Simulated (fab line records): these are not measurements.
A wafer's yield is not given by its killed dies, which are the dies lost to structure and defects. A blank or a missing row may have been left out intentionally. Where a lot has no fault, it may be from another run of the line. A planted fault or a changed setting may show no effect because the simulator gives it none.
A struck lot beside a sound one + flow n5_finfet + 24 steps out of a route of 1938
Sound: these wafers, L345.1, L345.2, L345.6. Wafers L340.3, L340.5, L340.6 were the ones struck. The cause is given at the end.
At each step with rows: each side's tool, then ch and its chambers, then its first start. Under that, the readings that differ: sound wafers + struck wafers + difference of the means + sigmas: that difference in standard deviations of wafers without a fault.
alike: readings whose means differ by less than 2 such deviations, and words and numbers that are the same on both sides. not compared: withheld readings, readings that some wafer has no value for, bounds like >300 that may hide the same value, and numbers for which the record gives no deviation and whose values overlap.
A row with sigmas, a row that says differs or no value, or rows on one side alone: a step with any of these is where the two part. When numbers do not overlap yet have no deviation, they are printed without sigmas and do not part them. A reading that every wafer of one side lacks parts them only if that side has two wafers or more.

first, 9 steps without rows for these wafers: N5_MOL_CONTACT_COAG_SRD_126 (dry time 32 s); N5_MOL_CONTACT_COAG_CMP_23 (polishes, stops on SiO2, t overpolish 1.5 s, target thk 0 nm); N5_MOL_CONTACT_COAG_WET_ETCH_26 (target Co, target depth 13 nm); N5_MOL_CONTACT_COAG_WET_ETCH_116 (etches the open film in SC1-inhibited, target depth 4.6 nm, rinse time 30 s); N5_MOL_CONTACT_COAG_ALD_27 (deposits SiOC, target thk 17 nm, pulse time 1.5 s, time 2720 s); N5_MOL_CONTACT_COAG_CMP_28 (polishes, stops on SiNx, t overpolish 0.85 s, target thk 14.522 nm); N5_MOL_CONTACT_COAG_ALD_123 (deposits SiNx, target thk 5 nm, pulse time 1 s, purge time 2 s); N5_MOL_CONTACT_COAG_PECVD_31 (deposits SiO2 from TEOS/O2, target thk 46 nm, time 8.9 s); N5_MOL_CONTACT_COAG_COAT_75 (time 60 s, resist thk 60 nm).
N5_MOL_CONTACT_COAG_COAT_76: time 60 s, resist thk 10 nm.
  sound on litho_track-05 ch 0, day 10 06:55; struck on litho_track-03 ch 0, day 8 16:50
| reading                                             | sound                | struck               | difference | sigmas      |
|-----------------------------------------------------|----------------------|----------------------|------------|-------------|
| spin_speed_rpm (rpm)                                | 1500.9 1500.4 1500.5 | 1227.4 1226.8 1226.2 | -273.8     | -99 or more |
| model.SiARC_of_MOL_CONTACT_COAG_COAT_76.thk_nm (nm) | 10 10 10             | 11 11 11             | +1         |             |
then, 9 steps without rows for these wafers: N5_MOL_CONTACT_COAG_COAT_77 (time 60 s, resist thk 10 nm); N5_MOL_CONTACT_COAG_COAT_78 (resist thk 40 nm); N5_MOL_CONTACT_COAG_EBR_80; N5_MOL_CONTACT_COAG_SOFTBAKE_79 (time 60 s); N5_MOL_CONTACT_COAG_EXPOSE_81 (exposes mask VG, defocus 0 nm); N5_MOL_CONTACT_COAG_PEB_82 (peb time 60 s); N5_MOL_CONTACT_COAG_DEVELOP_83 (develop time 30 s); N5_MOL_CONTACT_COAG_DESCUM_88 (chemistry O2, time 7 s); N5_MOL_CONTACT_COAG_ETCH_89 (etches underlayer in N2/H2, target depth 13 nm, time 10.4 s).
N5_MOL_CONTACT_COAG_ETCH_90: etches SiARC in CF4, target depth 13 nm, time 21.7 s.
  sound on rie_diel-03 ch 0,1,3, day 10 07:56; struck on rie_diel-05 ch 0,1,2, day 8 17:23
| reading                                               | sound             | struck            | difference | sigmas |
|-------------------------------------------------------|-------------------|-------------------|------------|--------|
| etch_rf_on_time_s (s)                                 | 21.4 21.2 20.9    | 23.9 24.2 24.5    | +3.0       | +6     |
| model.etch.depth_nm (nm)                              | 10.02 10.01 10.04 | 11.08 11.07 11.08 | +1.05      |        |
| model.CAR-EUV_of_MOL_CONTACT_COAG_COAT_78.thk_nm (nm) | 17 17.2 17        | 15.8 16 15.8      | -1.2       |        |
  alike: cf4_flow_sccm, drypump_motor_current_A, mfc_ar_sccm, oes_product_au, rf_vpp_V, showerhead_plenum_p_Torr, throttle_valve_pct
  not compared: rf_hours_counter_h
then, 1 step without rows for these wafers: N5_MOL_CONTACT_COAG_ALD_131 (deposits SiO2, target thk 5 nm, pulse time 1 s, co reactant pulse time 1 s).
N5_MOL_CONTACT_COAG_ETCHBACK_132: etches SiO2 in CHF3, target depth 10 nm, time 6.7 s.
  sound on rie_diel-05 ch 1,2, day 10 08:11; struck on rie_diel-01 ch 1,2, day 8 18:13
| reading                                               | sound          | struck         | difference | sigmas |
|-------------------------------------------------------|----------------|----------------|------------|--------|
| model.CAR-EUV_of_MOL_CONTACT_COAG_COAT_78.thk_nm (nm) | 15.6 15.6 15.6 | 14.4 14.6 14.4 | -1.1       |        |
  alike: drypump_motor_current_A, mfc_ar_sccm, oes_product_au, rf_vpp_V, showerhead_plenum_p_Torr, throttle_valve_pct
  not compared: rf_hours_counter_h
N5_MOL_CONTACT_COAG_ETCH_91: etches SOC in N2/H2, target depth 60 nm, overetch 21 nm, time 101.2 s.
  sound on rie_diel-05 ch 1,2, day 10 08:14; struck on rie_diel-01 ch 1,2, day 8 18:14
| reading                                             | sound   | struck      | difference | sigmas |
|-----------------------------------------------------|---------|-------------|------------|--------|
| model.SiARC_of_MOL_CONTACT_COAG_COAT_76.thk_nm (nm) | 6 5.8 6 | 6.8 6.6 6.8 | +0.8       |        |
  alike: drypump_motor_current_A, oes_product_au, rf_vpp_V, showerhead_plenum_p_Torr, throttle_valve_pct
  not compared: rf_hours_counter_h
then, 1 step without rows for these wafers: N5_MOL_CONTACT_COAG_STRIP_92 (strips in N2/H2).

WHERE THEY PART
Last at N5_MOL_CONTACT_COAG_ETCH_90 as far as this record goes, first at N5_MOL_CONTACT_COAG_COAT_76. Later steps at which nothing parts them and some readings are alike: N5_MOL_CONTACT_COAG_ETCHBACK_132, N5_MOL_CONTACT_COAG_ETCH_91.

WHY: what had been put in by the simulator
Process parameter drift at N5_MOL_CONTACT_COAG_COAT_76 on litho_track-03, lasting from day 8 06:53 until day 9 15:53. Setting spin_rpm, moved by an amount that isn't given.
